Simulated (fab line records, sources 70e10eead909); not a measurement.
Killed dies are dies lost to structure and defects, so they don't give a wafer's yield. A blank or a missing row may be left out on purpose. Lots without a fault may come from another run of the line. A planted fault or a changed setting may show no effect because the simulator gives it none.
Chamber matching | flow nand_harc | NHARC_A_CONTACT_ETCH_110 on rie_diel-13: 4 sister chambers
The step etches the open film in CF4/O2, target depth 50 nm, overetch 5 nm, time 27.5 s. 4 wafers are shown with their chamber, then 7 later ones without.

WAFERS WITH THEIR CHAMBER
wafer  | chamber | showerhead_plenum_p_Torr (Torr)
L081.2 | 1       | 1.29
L086.4 | 3       | 1.43
L089.2 | 0       | 1.34
L089.3 | 2       | 1.24

WAFERS WITHOUT THEIR CHAMBER
wafer  | showerhead_plenum_p_Torr (Torr)
L089.6 | 1.34
L092.2 | 1.43
L092.5 | 1.34
L092.6 | 1.43
L093.1 | 1.28
L093.2 | 1.24
L093.5 | 1.34

WHICH CHAMBER EACH WENT THROUGH
wafer  | from the rows above | in truth
L089.6 | 0                   | 0
L092.2 | 3                   | 3
L092.5 | 0                   | 0
L092.6 | 3                   | 3
L093.1 | 1                   | 1
L093.2 | 2                   | 2
L093.5 | 0                   | 0
Placed correctly: 7 of 7. Can't be placed from these rows: 0. Placed wrongly: 0.
How it was worked out, from the rows above alone: a wafer's distance from a chamber is the root of the sum, over the readings, of the square of ((its reading less the chamber's mean) divided by the reading's scatter). The wafer belongs to the nearest chamber; if the next one is less than 2 further off, it can't be placed. A chamber's mean is the mean of its shown wafers. The scatter: with one shown wafer a chamber, the root of the mean of the squares of how far each hidden wafer lies from its nearest shown one.
